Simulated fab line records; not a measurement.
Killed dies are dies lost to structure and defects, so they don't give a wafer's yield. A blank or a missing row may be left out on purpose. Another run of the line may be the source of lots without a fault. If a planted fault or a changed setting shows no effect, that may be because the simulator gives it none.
fab line records	flow n5-finfet	part 1 of 2: steps 1 to 21 of 29
[record] lots = 5	wafers = 15	last-day = 17
route steps=1938 shown BEOL_M6@1235 BEOL_M7@1263
lots that met no fault: from a run of the same line without faults
start-h: hours from the record's opening day to when the first of the lot's shown wafers began	wait-h: hours elapsed since this lot's preceding step	" as in the row above	L1.1+2: a single row standing in for several wafers	- either no value or no given start	* or withheld: withheld	< > ~ a bound
route shown NAME@n: NAME is a module with steps in the file, n the number in the route of the first one	usual: mean/standard deviation of fault-free wafers	same: alike in all rows	chamber/n: place in a boat	sites: readings site by site	_std_site: the standard deviation of these	_edge_site: mean of outer sites minus mean of inner sites	radius-mm: how far each site lies from the wafer's centre	mask NAME#n: copy n	behind: the most recent tool/chamber to have shaped the wafer	hold: what put the lot on hold/how long, in hours/how the hold closed	device: which transistor (n, p or np) failed to switch	end of line: tests of these same wafers at the route's end	where a step has no rows: the recipe by itself	killed: the dies lost at the first sort to structure and to defects; this is not the yield of the wafer	map: a wafer's dies, x killed, . not, _ none there
set.NAME: the setting as run; set.NAME@STEP: as run at that earlier step	model.NAME: the simulator's own value behind a step, which no gauge read
lots seen at some steps along the route; tables by step, rows by wafer
services: the hour from which a tool's chamber was out of use, counted from the record's first day as start-h (under 0 if before that day), plus the number of hours and why
[[steps]]
[step N5_BEOL_M6_STRIP_73]
[recipe] chemistry = N2/H2	temp-c = 40	n2-flow-sccm = 200	h2-flow-sccm = 200	rf-frequency-hz = 6e+07
lot.wafer	tool	chamber	start-h	wait-h
L085.2+3+6	rie-diel-03	0,1,0	251.91	0.0
L088.1+5+6	rie-diel-03	0,3,0	264.39	0.0
L090.2+5+6	rie-diel-03	1,3,1	272.87	0.0
L092.1+2+3	rie-diel-03	3,1,2	313.65	0.0
L097.1+4+6	rie-diel-01	3,0,0	315.20	0.0
[step N5_BEOL_M6_VIA_ETCH_34]
[recipe] chemistry = C4F6/O2	target = SiCOH_lowk	target-depth-a = 1263	mask-material = SOC	taper-deg = 4	time-s = 50.9	ion-energy-ev = 250	pressure-mtorr = 30	source-w = 345	bias-w = 185	Ar_flow_sccm = 300	C4F6_flow_sccm = 10	O2_flow_sccm = 10
[usual] drypump-motor-current-A = 5.7/0.43	oes_o_777_au = 0.78/0.078	oes-product-au = 0.79/0.089	rf-vpp-V = 667/10	showerhead-plenum-p-Torr = 2.92/0.06	throttle-valve-pct = 20.84/0.21
lot.wafer	tool	chamber	start-h	wait-h	drypump-motor-current-A	oes_o_777_au	oes-product-au	rf-hours-counter-h	rf-vpp-V	showerhead-plenum-p-Torr	throttle-valve-pct
L085.2	rie-diel-03	0	251.92	0.0	5.9	0.79	0.84	55	683	3.02	20.85
L085.3	"	1	"	"	5.4	0.81	0.83	64	663	2.90	20.98
L085.6	"	0	"	"	5.9	0.80	0.86	-	685	3.01	20.86
L088.1	rie-diel-03	0	264.40	0.0	5.9	0.79	0.84	62	685	3.01	20.86
L088.5	"	3	"	"	5.2	0.68	0.68	-	662	2.92	20.92
L088.6	"	0	"	"	5.8	0.79	0.84	-	686	3.01	20.87
L090.2	rie-diel-03	1	272.88	0.0	5.4	0.80	0.80	74	663	2.90	21.01
L090.5	"	3	"	"	5.3	0.68	0.67	-	664	2.92	20.93
L090.6	"	1	"	"	5.3	0.80	0.81	-	664	2.90	21.00
L092.1	rie-diel-03	3	313.66	0.0	5.2	0.66	0.66	250	664	2.91	20.96
L092.2	"	1	"	"	5.3	0.78	0.79	89	663	2.89	21.03
L092.3	"	2	"	"	5.3	0.95	0.93	15	671	2.94	20.48
L097.1	rie-diel-01	3	315.21	0.0	6.3	0.69	0.71	236	674	2.92	20.94
L097.4	"	0	"	"	6.4	0.71	0.69	239	664	2.94	20.94
L097.6	"	0	"	"	6.4	0.71	0.70	-	663	2.94	20.94
[step N5_BEOL_M6_STRIP_76]
[recipe] chemistry = C4F6/O2	resist = SiARC	rf-frequency-hz = 6e+07
lot.wafer	tool	chamber	start-h	wait-h
L085.2+3+6	rie-diel-03	0,1,0	251.96	0.0
L088.1+5+6	rie-diel-03	0,3,0	264.44	0.0
L090.2+5+6	rie-diel-03	1,3,1	272.92	0.0
L092.1+2+3	rie-diel-03	3,1,2	313.70	0.0
L097.1+4+6	rie-diel-01	3,0,0	315.25	0.0
[step N5_BEOL_M6_STRIP_36]
[recipe] chemistry = N2/H2	power-w = 450	temp-c = 40	pressure-mtorr = 20	rf-frequency-hz = 6e+07	overash-fraction = 0.3	bias-power-w = 7	h2-frac = 0.5	n2-flow-sccm = 200	h2-flow-sccm = 200
[usual] drypump-motor-current-A = 5.7/0.43	oes-product-au = 0.79/0.089	power-w = 450.0/1.3	rf-vpp-V = 59.2/1.4	showerhead-plenum-p-Torr = 2.60/0.055	throttle-valve-pct = 23.60/0.24
[same] overash-fraction = 0.3
lot.wafer	tool	chamber	start-h	wait-h	drypump-motor-current-A	oes-product-au	power-w	rf-hours-counter-h	rf-vpp-V	showerhead-plenum-p-Torr	throttle-valve-pct
L085.2	rie-diel-03	0	251.97	0.0	5.8	0.86	450.2	55	59.7	2.69	23.52
L085.3	"	1	"	"	5.4	0.83	451.8	64	60.6	2.56	23.47
L085.6	"	0	"	"	5.9	0.85	452.0	-	59.7	2.69	23.51
L088.1	rie-diel-03	0	264.45	0.0	5.9	0.86	449.3	62	56.9	2.68	23.48
L088.5	"	3	"	"	5.3	0.68	451.1	-	61.3	2.62	23.91
L088.6	"	0	"	"	5.9	0.86	450.2	-	59.9	2.68	23.48
L090.2	rie-diel-03	1	272.93	0.0	5.3	0.81	450.1	74	57.4	2.56	23.51
L090.5	"	3	"	"	5.2	0.67	447.4	-	59.6	2.62	23.95
L090.6	"	1	"	"	5.3	0.80	450.8	-	58.3	2.56	23.46
L092.1	rie-diel-03	3	313.71	0.0	5.3	0.67	448.4	250	60.8	2.61	23.97
L092.2	"	1	"	"	5.3	0.80	450.4	89	60.2	2.55	23.51
L092.3	"	2	"	"	5.3	0.92	450.5	15	58.1	2.61	23.25
L097.1	rie-diel-01	3	315.26	0.0	6.3	0.71	450.3	236	59.4	2.59	23.32
L097.4	"	0	"	"	6.4	0.70	450.3	239	58.3	2.60	23.56
L097.6	"	0	"	"	6.3	0.70	452.7	-	59.4	2.59	23.59
[step N5_BEOL_M6_TRENCH_ETCH_37]
[recipe] chemistry = C4F6/O2	target-depth-a = 944.35	target = SiCOH_lowk	time-s = 31.5	ion-energy-ev = 250	pressure-mtorr = 30	source-w = 345	bias-w = 185	Ar_flow_sccm = 300	C4F6_flow_sccm = 10	O2_flow_sccm = 10
[usual] drypump-motor-current-A = 5.7/0.43	oes_o_777_au = 0.78/0.079	oes-product-au = 0.79/0.089	rf-vpp-V = 667/10	showerhead-plenum-p-Torr = 2.92/0.06	throttle-valve-pct = 20.87/0.21
lot.wafer	tool	chamber	start-h	wait-h	drypump-motor-current-A	oes_o_777_au	oes-product-au	rf-hours-counter-h	rf-vpp-V	showerhead-plenum-p-Torr	throttle-valve-pct
L085.2	rie-diel-03	0	-	-	5.9	0.79	0.85	55	685	3.02	20.88
L085.3	"	1	"	"	5.4	0.82	0.82	64	663	2.90	21.02
L085.6	"	0	"	"	5.9	0.80	0.85	-	686	3.01	20.88
L088.1	rie-diel-03	0	-	-	5.9	0.79	0.85	62	684	3.01	20.90
L088.5	"	3	"	"	5.2	0.68	0.68	-	663	2.92	20.95
L088.6	"	0	"	"	5.8	0.78	0.84	-	684	3.01	20.88
L090.2	rie-diel-03	1	-	-	5.3	0.80	0.81	74	664	2.90	21.03
L090.5	"	3	"	"	5.2	0.68	0.67	-	663	2.92	20.96
L090.6	"	1	"	"	5.3	0.79	0.81	-	664	2.90	21.04
L092.1	rie-diel-03	3	-	-	5.3	0.67	0.65	250	663	2.91	20.99
L092.2	"	1	"	"	5.3	0.78	0.79	89	663	2.89	21.04
L092.3	"	2	"	"	5.3	0.95	0.93	15	672	2.94	20.51
L097.1	rie-diel-01	3	-	-	6.3	0.68	0.71	236	675	2.92	20.97
L097.4	"	0	"	"	6.3	0.71	0.69	239	666	2.94	20.98
L097.6	"	0	"	"	6.4	0.71	0.69	-	664	2.94	20.96
[step N5_BEOL_M6_ETCH_41]
[recipe] chemistry = CH3F/O2	target = SiCN	target-depth-a = 297	taper-deg = 2	time-s = 52	ion-energy-ev = 120	mask-material = TiN	pressure-mtorr = 30	source-w = 395	bias-w = 75	Ar_flow_sccm = 150	CH3F_flow_sccm = 30	O2_flow_sccm = 20
[usual] drypump-motor-current-A = 5.7/0.43	oes-product-au = 0.78/0.088	rf-vpp-V = 298.3/1.2	showerhead-plenum-p-Torr = 2.05/0.043	throttle-valve-pct = 16.26/0.18
lot.wafer	tool	chamber	start-h	wait-h	drypump-motor-current-A	oes-product-au	rf-hours-counter-h	rf-vpp-V	showerhead-plenum-p-Torr	throttle-valve-pct
L085.2	rie-diel-03	0	-	-	5.8	0.85	55	299.9	2.12	16.22
L085.3	"	1	"	"	5.3	0.83	64	298.0	2.04	16.33
L085.6	"	0	"	"	5.9	0.85	-	300.0	2.12	16.23
L088.1	rie-diel-03	0	-	-	5.9	0.84	62	300.0	2.12	16.24
L088.5	"	3	"	"	5.3	0.67	-	297.1	2.05	16.39
L088.6	"	0	"	"	5.9	0.83	-	299.8	2.12	16.24
L090.2	rie-diel-03	1	-	-	5.3	0.81	74	298.3	2.03	16.35
L090.5	"	3	"	"	5.2	0.67	-	298.2	2.05	16.41
L090.6	"	1	"	"	5.3	0.80	-	298.7	2.03	16.36
L092.1	rie-diel-03	3	-	-	5.3	0.65	250	299.7	2.05	16.44
L092.2	"	1	"	"	5.3	0.80	89	299.0	2.03	16.39
L092.3	"	2	"	"	5.3	0.93	15	298.5	2.07	15.85
L097.1	rie-diel-01	3	-	-	6.3	0.70	236	297.4	2.05	16.43
L097.4	"	0	"	"	6.4	0.69	239	297.0	2.07	16.39
L097.6	"	0	"	"	6.4	0.70	-	298.4	2.07	16.41
[step N5_BEOL_M6_STRIP_80]
[recipe] chemistry = N2/H2	time-s = 10	power-w = 450	temp-c = 40	pressure-mtorr = 20	rf-frequency-hz = 6e+07	bias-power-w = 7	n2-flow-sccm = 200	h2-flow-sccm = 200
[usual] drypump-motor-current-A = 5.7/0.43	oes-product-au = 0.79/0.089	rf-vpp-V = 59.4/0.85	showerhead-plenum-p-Torr = 2.60/0.055	throttle-valve-pct = 23.60/0.24
lot.wafer	tool	chamber	start-h	wait-h	drypump-motor-current-A	oes-product-au	rf-hours-counter-h	rf-vpp-V	showerhead-plenum-p-Torr	throttle-valve-pct
L085.2	rie-diel-03	0	-	-	5.8	0.87	55	60.1	2.69	23.49
L085.3	"	1	"	"	5.3	0.83	64	60.6	2.56	23.47
L085.6	"	0	"	"	5.9	0.86	-	58.8	2.69	23.47
L088.1	rie-diel-03	0	-	-	5.9	0.85	62	59.0	2.68	23.50
L088.5	"	3	"	"	5.3	0.68	-	60.2	2.62	23.93
L088.6	"	0	"	"	5.8	0.86	-	57.9	2.68	23.48
L090.2	rie-diel-03	1	-	-	5.4	0.82	75	59.3	2.56	23.48
L090.5	"	3	"	"	5.2	0.69	-	58.8	2.62	23.94
L090.6	"	1	"	"	5.3	0.82	-	59.4	2.56	23.47
L092.1	rie-diel-03	3	-	-	5.2	0.67	250	57.1	2.61	23.97
L092.2	"	1	"	"	5.3	0.80	89	59.0	2.55	23.52
L092.3	"	2	"	"	5.3	0.92	15	59.5	2.61	23.21
L097.1	rie-diel-01	3	-	-	6.3	0.70	236	58.8	2.59	23.31
L097.4	"	0	"	"	6.4	0.70	239	58.4	2.59	23.56
L097.6	"	0	"	"	6.4	0.70	-	59.2	2.60	23.57
[step N5_BEOL_M6_OCD_MEAS_38]
[usual] trench-depth-nm = 93.6/1.6
lot.wafer	tool	chamber	start-h	wait-h	trench-depth-nm
L085.2	ocd-01	-	252.16	-	93.9
L085.3	"	-	"	"	92.2
L085.6	"	-	"	"	92.7
L088.1	ocd-01	-	264.65	-	94.2
L088.5	"	-	"	"	91.3
L088.6	"	-	"	"	94.5
L090.2	ocd-01	-	273.12	-	92.5
L090.5	"	-	"	"	90.8
L090.6	"	-	"	"	93.8
L092.1	ocd-02	-	313.90	-	89.4
L092.2	"	-	"	"	91.7
L092.3	"	-	"	"	96.9
L097.1	ocd-01	-	315.46	-	95.1
L097.4	"	-	"	"	92.9
L097.6	"	-	"	"	92.3
[step N5_BEOL_M6_HM_STRIP_39]
[recipe] chemistry = peroxide-tin-strip	material = TiN	target-depth-a = 250	temp-c = 50	time-s = 158
lot.wafer	tool	chamber	start-h	wait-h
L085.2+3+6	wet-bench-02	4,6,7	252.20	0.0
L088.1+5+6	wet-bench-05	7,1,6	264.68	0.0
L090.2+5+6	wet-bench-05	6,7,4	273.17	0.0
L092.1+2+3	wet-bench-02	2,6,7	313.94	0.0
L097.1+4+6	wet-bench-02	5,6,3	315.49	0.0
[step N5_BEOL_M6_SRD_40]
[recipe] time-s = 30	temp-c = 23	rinse-liquid = diw	dry = ipa-marangoni
lot.wafer	tool	chamber	start-h	wait-h
L085.2+3+6	wet-bench-02	4,6,7	252.24	0.0
L088.1+5+6	wet-bench-05	7,1,6	264.73	0.0
L090.2+5+6	wet-bench-05	6,7,4	273.22	0.0
L092.1+2+3	wet-bench-02	2,6,7	313.98	0.0
L097.1+4+6	wet-bench-02	5,6,3	315.54	0.0
[step N5_BEOL_M6_PRECLEAN_42]
[recipe] chemistry = residue-remover	time-s = 60	temp-c = 40
lot.wafer	tool	chamber	start-h	wait-h
L085.2+3+6	wet-bench-02	4,6,7	252.26	0.0
L088.1+5+6	wet-bench-05	7,1,6	264.75	0.0
L090.2+5+6	wet-bench-05	6,7,4	273.23	0.0
L092.1+2+3	wet-bench-02	2,6,7	314.00	0.0
L097.1+4+6	wet-bench-02	5,6,3	315.55	0.0
[step N5_BEOL_M6_SRD_43]
[recipe] time-s = 30	temp-c = 23	rinse-liquid = diw	dry = ipa-marangoni
lot.wafer	tool	chamber	start-h	wait-h
L085.2+3+6	wet-bench-02	4,6,7	252.28	0.0
L088.1+5+6	wet-bench-05	7,1,6	264.76	0.0
L090.2+5+6	wet-bench-05	6,7,4	273.25	0.0
L092.1+2+3	wet-bench-02	2,6,7	314.02	0.0
L097.1+4+6	wet-bench-02	5,6,3	315.57	0.0
[step N5_BEOL_M6_CD_MEAS_35]
[recipe] target-cd-nm = 40	target-cd-y-nm = 28	polarity = opening
[usual] cd-nm = 40.2/0.66
lot.wafer	tool	chamber	start-h	wait-h	cd-nm
L085.2	cd-sem-03	-	252.32	0.0	40.3
L085.3	"	-	"	"	39.9
L085.6	"	-	"	"	39.6
L088.1	cd-sem-01	-	264.80	0.0	39.8
L088.5	"	-	"	"	39.7
L088.6	"	-	"	"	40.0
L090.2	cd-sem-03	-	273.29	0.0	38.7
L090.5	"	-	"	"	39.6
L090.6	"	-	"	"	39.2
L092.1	cd-sem-03	-	314.06	0.0	40.2
L092.2	"	-	"	"	40.5
L092.3	"	-	"	"	39.8
L097.1	cd-sem-02	-	315.61	0.0	39.1
L097.4	"	-	"	"	39.2
L097.6	"	-	"	"	38.5
[step N5_BEOL_M6_CURE_75]
[recipe] temp-c = 370	time-s = 120	ambient = DMADMS/He	material = SiCOH_lowk
[usual] lamp-power-pct = 52.31/0.052	wafer_temp_C_max = 371.9/0.56
lot.wafer	tool	chamber	start-h	wait-h	lamp-power-pct	wafer_temp_C_max
L085.2	uv-cure-02	0	252.41	0.1	52.31	371.3
L085.3	"	0	"	"	52.32	371.2
L085.6	"	0	"	"	52.26	371.3
L088.1	uv-cure-01	0	264.88	0.1	52.29	370.8
L088.5	"	0	"	"	52.40	370.7
L088.6	"	0	"	"	52.29	370.8
L090.2	uv-cure-03	0	273.38	0.1	52.33	371.6
L090.5	"	0	"	"	52.29	372.3
L090.6	"	0	"	"	52.32	372.8
L092.1	uv-cure-02	0	314.10	0.0	52.28	372.0
L092.2	"	0	"	"	52.39	371.3
L092.3	"	0	"	"	52.28	371.4
L097.1	uv-cure-03	2	315.65	0.0	52.31	371.7
L097.4	"	2	"	"	52.23	371.2
L097.6	"	2	"	"	52.26	371.6
[step N5_BEOL_M6_DEGAS_44]
[recipe] ambient = vacuum	temp-c = 250	time-s = 60
[usual] heater-power-w = 340/28	susceptor-temp-C = 250.02/0.17
lot.wafer	tool	chamber	start-h	wait-h	heater-power-w	susceptor-temp-C
L085.2	pvd-sputter-02	-	252.92	0.5	316	250.07
L085.3	"	-	"	"	341	249.93
L085.6	"	-	"	"	313	250.16
L088.1	pvd-sputter-03	-	265.31	0.4	355	250.03
L088.5	"	-	"	"	350	249.95
L088.6	"	-	"	"	289	249.60
L090.2	pvd-sputter-01	-	273.90	0.5	333	250.08
L090.5	"	-	"	"	355	250.27
L090.6	"	-	"	"	365	250.08
L092.1	pvd-sputter-02	-	314.87	0.7	354	250.14
L092.2	"	-	"	"	360	249.90
L092.3	"	-	"	"	313	249.85
L097.1	pvd-sputter-02	-	316.21	0.5	310	249.93
L097.4	"	-	"	"	367	249.89
L097.6	"	-	"	"	363	250.14
[step N5_BEOL_M6_PRE_CLEAN_45]
[recipe] gas = H2/He	time-s = 30	temp-c = 250
[usual] heater-power-w = 340/28	susceptor-temp-C = 249.96/0.19
lot.wafer	tool	chamber	start-h	wait-h	heater-power-w	susceptor-temp-C
L085.2	pvd-sputter-02	-	252.96	0.0	303	250.06
L085.3	"	-	"	"	342	249.74
L085.6	"	-	"	"	319	249.94
L088.1	pvd-sputter-03	-	265.35	0.0	347	249.84
L088.5	"	-	"	"	357	249.95
L088.6	"	-	"	"	285	250.01
L090.2	pvd-sputter-01	-	273.94	0.0	336	249.91
L090.5	"	-	"	"	354	249.77
L090.6	"	-	"	"	370	249.89
L092.1	pvd-sputter-02	-	314.91	0.0	352	249.97
L092.2	"	-	"	"	360	249.71
L092.3	"	-	"	"	306	249.93
L097.1	pvd-sputter-02	-	316.25	0.0	311	249.89
L097.4	"	-	"	"	362	249.94
L097.6	"	-	"	"	362	249.97
[step N5_BEOL_M6_ALD_77]
[recipe] material = TaN	target-thk-a = 20	temp-c = 275	ald-precursor-family = PDMAT	ald-co-reactant = NH3	pressure-torr = 3	carrier-flow-sccm = 1500	pulse-time-s = 2	purge-time-s = 3	co-reactant-purge-time-s = 2	co-reactant-pulse-time-s = 3	ald-cycles = 40	precursor-vessel-temp-c = 75	precursor-vessel-pressure-torr = 26.25	precursor-vessel-carrier-sccm = 1000
[usual] heater-power-w = 433/29	mfc-carrier-sccm = 1500/4.3	precursor-vessel-carrier-sccm = 999.7/3	precursor-vessel-pressure-torr = 26.24/0.05	susceptor-temp-C = 275.02/0.2
lot.wafer	tool	chamber	start-h	wait-h	heater-power-w	mfc-carrier-sccm	precursor-vessel-carrier-sccm	precursor-vessel-pressure-torr	susceptor-temp-C
L085.2	ald-metal-01	3	253.02	0.0	451	1494	1002.6	26.25	274.89
L085.3	"	1	"	"	401	1503	1000.5	26.20	275.39
L085.6	"	3	"	"	443	1504	1000.7	26.27	274.92
L088.1	ald-metal-04	1	265.41	0.0	474	1507	1000.2	26.20	275.08
L088.5	"	3	"	"	417	1496	998.7	26.28	275.19
L088.6	"	2	"	"	440	1493	995.6	26.17	275.21
L090.2	ald-metal-04	3	274.02	0.1	426	1502	1002.3	26.24	274.86
L090.5	"	1	"	"	475	1495	994.3	26.17	274.96
L090.6	"	2	"	"	432	1498	1001.0	26.24	275.41
L092.1	ald-metal-02	2	314.97	0.0	488	1498	998.4	26.26	275.00
L092.2	"	3	"	"	436	1503	998.6	26.25	274.98
L092.3	"	0	"	"	404	1499	999.1	26.27	274.95
L097.1	ald-metal-04	2	316.31	0.0	439	1503	1002.2	26.20	275.36
L097.4	"	0	"	"	435	1498	1003.8	26.22	275.10
L097.6	"	3	"	"	417	1493	1001.0	26.23	274.99
[step N5_BEOL_M6_SURFACE_TREAT_79]
[recipe] gas = Ar	time-s = *	ion-energy-ev = *	ion-current-ma-cm2 = 0.5	pressure-mtorr = *	ar-flow-sccm = 30
[usual] ar-flow-sccm = 30.00/0.097	throttle-valve-pct = *
lot.wafer	tool	chamber	start-h	wait-h	ar-flow-sccm	throttle-valve-pct
L085.2	pvd-sputter-03	-	253.30	0.2	30.02	*
L085.3	"	-	"	"	29.90	*
L085.6	"	-	"	"	29.95	*
L088.1	pvd-sputter-03	-	265.73	0.2	30.06	*
L088.5	"	-	"	"	29.96	*
L088.6	"	-	"	"	30.01	*
L090.2	pvd-sputter-03	-	275.81	1.7	30.01	*
L090.5	"	-	"	"	29.91	*
L090.6	"	-	"	"	29.94	*
L092.1	pvd-sputter-03	-	315.25	0.2	29.95	*
L092.2	"	-	"	"	29.97	*
L092.3	"	-	"	"	30.01	*
L097.1	pvd-sputter-02	-	318.23	1.8	29.97	*
L097.4	"	-	"	"	30.06	*
L097.6	"	-	"	"	30.03	*
[step N5_BEOL_M6_CVD_78]
[recipe] material = Co	target-thk-a = 20	temp-c = withheld	precursor = CCTBA/H2	pressure-torr = 30	time-s = 142.3
lot.wafer	tool	chamber	start-h	wait-h
L085.2+3+6	cvd-co-01	0,1,0	253.36	0.0
L088.1+5+6	cvd-co-02	2,2,0	265.94	0.2
L090.2+5+6	cvd-co-02	1,0,1	275.90	0.1
L092.1+2+3	cvd-co-02	0,2,1	315.36	0.1
L097.1+4+6	cvd-co-02	2,2,1	318.29	0.0
[step N5_BEOL_M6_SPUTTER_48]
[recipe] material = Cu	target-thk-a = 100	temp-c = -20	bias-v = 60	power-w = 26000	chamber-pressure-pa = 0.13	time-s = 1.667
[usual] chuck-gas-flow-sccm = 1.26/0.05	susceptor-temp-C = -19.98/0.1	throttle-valve-pct = 30.1/1.1
lot.wafer	tool	chamber	start-h	wait-h	chuck-gas-flow-sccm	susceptor-temp-C	throttle-valve-pct
L085.2	pvd-sputter-01	-	253.55	0.1	1.29	-19.95	31.1
L085.3	"	-	"	"	1.23	-19.67	28.8
L085.6	"	-	"	"	1.34	-20.11	29.7
L088.1	pvd-sputter-03	-	266.17	0.2	1.28	-19.97	29.0
L088.5	"	-	"	"	1.30	-19.95	31.7
L088.6	"	-	"	"	1.22	-19.86	28.9
L090.2	pvd-sputter-01	-	276.02	0.1	1.29	-20.19	28.6
L090.5	"	-	"	"	1.26	-19.97	28.9
L090.6	"	-	"	"	1.23	-19.96	29.0
L092.1	pvd-sputter-02	-	315.53	0.1	1.28	-20.04	30.9
L092.2	"	-	"	"	1.27	-19.99	29.5
L092.3	"	-	"	"	1.22	-19.88	31.3
L097.1	pvd-sputter-03	-	318.53	0.2	1.27	-20.00	31.4
L097.4	"	-	"	"	1.24	-20.05	28.8
L097.6	"	-	"	"	1.19	-20.09	31.6
[step N5_BEOL_M6_ECD_50]
[recipe] material = Cu	target-thk-a = 3000
lot.wafer	tool	chamber	start-h	wait-h
L085.2+3+6	ecd-cu-02	0,1,0	253.67	0.1
L088.1+5+6	ecd-cu-01	0,0,1	266.28	0.1
L090.2+5+6	ecd-cu-01	0,0,1	276.13	0.1
L092.1+2+3	ecd-cu-02	0,1,1	315.65	0.1
L097.1+4+6	ecd-cu-02	0,1,1	318.65	0.1
